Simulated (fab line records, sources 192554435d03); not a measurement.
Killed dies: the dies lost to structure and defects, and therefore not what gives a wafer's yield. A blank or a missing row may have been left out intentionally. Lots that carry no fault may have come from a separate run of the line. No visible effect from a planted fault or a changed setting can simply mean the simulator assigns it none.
Problem report in the 8D (eight disciplines) form, filled by code	flow n5 finfet	the parts of the form that need people (team, actions taken, sign-off) are left out

1. WHAT WENT WRONG
Wafers without a fault read 204.98 C, standard deviation 0.15; plate temp C at N5_BEOL_M8_COAT_71 reads a mean of 202.59 C on 6 wafers belonging to 2 lots. Measured from the usual mean, that is -16 standard deviations.
The step: time 60 s, resist thk 5 nm.
First observed at day 13 19:11: wafer L154.2, on litho track-02. At this step, 33 wafers from 11 lots have a number in the record. By rule, "out" or "out of limits" means more than 4 standard deviations away from the usual mean. The rest of the wafers with a number are treated as sound.

2. WHAT IT IS AND WHAT IT IS NOT
question	is	is not
which readings at this step	plate temp C	-
which lots	L154, L155	L141, L142, L143, L144, L145, L158, L161, L162, L163
which wafers of those lots	all that have a number	-
read on which tools	litho track-02	litho track-03, litho track-05
when	from day 13 19:11	up to then (15 sound wafers); but 12 sound wafers of L158, L161, L162, L163 came after

3. WHAT RULES OUT EACH SUSPECT
Counting: a tool at a process step up to the reading stays a suspect if it ran every lot that is out and no sound lot after the first of them.
- litho track-02 at N5_BEOL_M8_COAT_71 (time 60 s, resist thk 5 nm): kept. It processed each lot that is out, first L154 at day 13 19:11, and no sound lot thereafter; up to then, the last sound lot it processed was L145 at day 10 20:43. On those wafers its own readings are out: plate temp C.
Remaining after the count: litho track-02 at N5_BEOL_M8_COAT_71.

4. THE CAUSE (what the simulator had put in)
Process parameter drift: litho track-02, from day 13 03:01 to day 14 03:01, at N5_BEOL_M8_COAT_71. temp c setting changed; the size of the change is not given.
Only this tool survived the counting.

5. THE EFFECT CHAIN, in route order
Rows list readings where the struck wafers' mean (over those with a number) sits beyond 3 standard deviations from the usual. Only readings for which the record gives a usual standard deviation are gone through. hours: the time from each lot's start at the first step in this table that gives one to its start at this step, as a median over the lots. sigmas: the change in usual standard deviations.
hours	step	reading	usual	on struck wafers	change	sigmas
0	N5_BEOL_M8_COAT_71	heater power total W	391.6 W	385.2	-6.4	-4.5
0	N5_BEOL_M8_COAT_71	plate temp C	204.98 C	202.59	-2.38	-16
Here are the process steps it includes:
- N5_BEOL_M8_COAT_71: time 60 s, resist thk 5 nm.

6. HOW IT WOULD HAVE BEEN CAUGHT EARLIER
16 hours passed between the start of the fault at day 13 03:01 and the first reading out of limits in this record, taken at day 13 19:11.
